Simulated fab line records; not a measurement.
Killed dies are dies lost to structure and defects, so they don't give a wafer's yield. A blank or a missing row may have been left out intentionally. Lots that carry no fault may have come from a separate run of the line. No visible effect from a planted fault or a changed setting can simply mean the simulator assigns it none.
Which of the tools did it? / flow nandHarc / Sampling: 6 lots, 18 wafers, 4 of 1159 route steps

WHAT THE GAUGES SHOWED, per wafer
NHARC_END_SORT_01.
lot=L904; measured=day 22 22:39; on=prober-01; killedAtPeriphery=1 2 1
lot=L912; measured=day 24 07:07; on=prober-02; killedAtPeriphery=2 3 5
lot=L909; measured=day 24 14:10; on=prober-02; killedAtPeriphery=1 2 9

WHICH TOOL RAN EACH LOT (tool, then ch and the chambers of the sampled wafers, then the start)
lot=L894; NHARC_A_CONTACT_ETCH_133=harCapEtch-01 ch 0,1, day 17 16:36; NHARC_THIN_TSV_ETCH_15=rieSi-02 ch 0,1,3, day 19 13:37; NHARC_THIN_TSV_DEP_47=pecvd-03 ch 0,1,2, day 19 14:40
lot=L897; NHARC_A_CONTACT_ETCH_133=harCapEtch-01 ch 0,1, day 18 12:25; NHARC_THIN_TSV_ETCH_15=rieSi-03 ch 0,2,3, day 20 23:26; NHARC_THIN_TSV_DEP_47=pecvd-02 ch 0,1, day 21 00:49
lot=L900; NHARC_A_CONTACT_ETCH_133=harCapEtch-03 ch 0,1, day 19 03:09; NHARC_THIN_TSV_ETCH_15=rieSi-02 ch 1,2,3, day 21 00:46; NHARC_THIN_TSV_DEP_47=pecvd-02 ch 0,1,2, day 21 01:48
lot=L904; NHARC_A_CONTACT_ETCH_133=harCapEtch-01 ch 0,1, day 20 07:09; NHARC_THIN_TSV_ETCH_15=rieSi-05 ch 0,1, day 22 05:20; NHARC_THIN_TSV_DEP_47=pecvd-01 ch 0,1, day 22 06:27
lot=L912; NHARC_A_CONTACT_ETCH_133=harCapEtch-02 ch 0,1, day 21 20:00; NHARC_THIN_TSV_ETCH_15=rieSi-02 ch 0,1,2, day 23 13:05; NHARC_THIN_TSV_DEP_47=pecvd-01 ch 0,1, day 23 14:09
lot=L909; NHARC_A_CONTACT_ETCH_133=harCapEtch-02 ch 0,1, day 22 01:40; NHARC_THIN_TSV_ETCH_15=rieSi-05 ch 0,1,3, day 23 17:32; NHARC_THIN_TSV_DEP_47=pecvd-02 ch 0,1, day 23 18:56
- NHARC_A_CONTACT_ETCH_133: etches the open film in C4F8/O2/Ar, time 195 s, target depth 840 nm.
- NHARC_THIN_TSV_ETCH_15: target depth 3000 nm, bosch target overetch cycles 2, bosch etch step 2.8 s.
- NHARC_THIN_TSV_DEP_47: deposits SiO2, target thk 200 nm.

THE ANSWER, worked out from the rows above alone
Rule: the usual values come from the lots themselves. The widest of any qualifying gaps counts: lots, ordered by their means at a reading, are off when they make up no more than a third of the lots, leave a main group of 4 or more, and stand apart from it by 3 or more times the standard deviation of that group's means. Not used: any main group whose means are identical at the precision the tables above print for the reading. A lot without any number at a reading at which 4 lots or more have one is off too. Where the step has rows for the other lots, those lots are counted as sound.
Across all readings shown, no lot is off: no conclusion can be drawn from this.

WHAT THE SIMULATOR HAD INSERTED
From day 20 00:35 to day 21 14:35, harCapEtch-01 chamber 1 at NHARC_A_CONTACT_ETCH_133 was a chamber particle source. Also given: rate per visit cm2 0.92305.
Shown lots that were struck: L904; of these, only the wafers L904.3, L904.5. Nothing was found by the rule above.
